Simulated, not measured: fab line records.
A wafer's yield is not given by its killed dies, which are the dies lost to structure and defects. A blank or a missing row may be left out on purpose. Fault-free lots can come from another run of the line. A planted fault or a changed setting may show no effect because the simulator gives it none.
Problem report in the 8D (eight disciplines) form, filled by code | flow n5-finfet | the parts of the form that need people (team, actions taken, sign-off) are left out

1. PROBLEM STATEMENT
time-to-endpoint-s at N5_BEOL_M0_CMP_120 reads a mean of 21 s on 5 wafers of 3 lots; wafers without a fault read 63 s with a standard deviation of 4.7. That puts it -9.0 standard deviations away from the usual mean.
The step: polishes, stops on SiOC, t overpolish 6.9 s.
The first sign was on wafer L434.4 at day 7 09:22, on cmp-02. The record has a number at this step for 29 wafers belonging to 11 lots. By rule, "out" or "out of limits" means more than 4 standard deviations away from the usual mean. All remaining wafers that have a number are taken as sound.

2. WHAT THIS IS AND IS NOT
question                    | is                                     | is not
which readings at this step | time-to-endpoint-s                     | motor-current-A, slurry-flow-ml-min
which lots                  | L434, L437, L438                       | L429, L433, L443, L446, L448, L449, L451, L452
which wafers of those lots  | L434.4, L434.5, L437.4, L438.4, L438.5 | L434.6, L437.1, L437.6, L438.6
read on which tools         | cmp-02, cmp-04                         | cmp-03
when                        | from day 7 09:22                       | up to then (6 sound wafers); but 18 sound wafers of L437, L438, L443, L446, L448, L449, L451, L452 came after

3. THE SUSPECTS, EACH WITH WHAT RULES IT OUT
Counting: a tool at a process step up to the reading stays a suspect if it ran every lot that is out. Sound lots after the first of them don't rule it out here, since some wafers of a struck lot are sound.
- ecd-cu-01 at N5_BEOL_M0_ECD_118 (material Cu, target thk 300 nm): kept. Ran every lot that is out, first one L434 (day 7 08:52); last sound lot up to then L433 (day 6 22:22).
Left after counting: ecd-cu-01 at N5_BEOL_M0_ECD_118.

4. THE CAUSE (what the simulator had put in)
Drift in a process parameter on ecd-cu-01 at N5_BEOL_M0_ECD_118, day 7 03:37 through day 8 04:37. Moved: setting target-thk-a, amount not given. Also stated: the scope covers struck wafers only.
This tool alone remained once counting was done.

5. THE EFFECT CHAIN, in route order
Rows list readings where the struck wafers' mean (over those with a number) sits beyond 3 standard deviations from the usual. Only readings whose record carries a usual standard deviation are examined. hours: median over the lots of the time between each lot's start at the first step of this table that gives one and its start at this step. sigmas: the change, counted in usual standard deviations.
hours | step               | reading            | usual | on struck wafers | change | sigmas
0     | N5_BEOL_M0_CMP_120 | time-to-endpoint-s | 63 s  | 21               | -42    | -9.0
It contains these process steps:
- N5_BEOL_M0_CMP_120: polishes, stops on SiOC, t overpolish 6.9 s.
At these later measuring or inspecting steps, every struck wafer for which the step has a row has a number for every such reading, and none has moved that far: N5_BEOL_M0_INSPECT_127, N5_BEOL_M4_RC_MEAS_101.

6. WHAT WOULD HAVE CAUGHT IT SOONER
The fault began at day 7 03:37; the first out-of-limits reading in this record came at day 7 09:22, 6 hours later.
Of the lots that are out (3), L437, L438 began N5_BEOL_M0_ECD_118 on ecd-cu-01 after day 7 09:22. A hold on the tool at that time would have spared those 2.
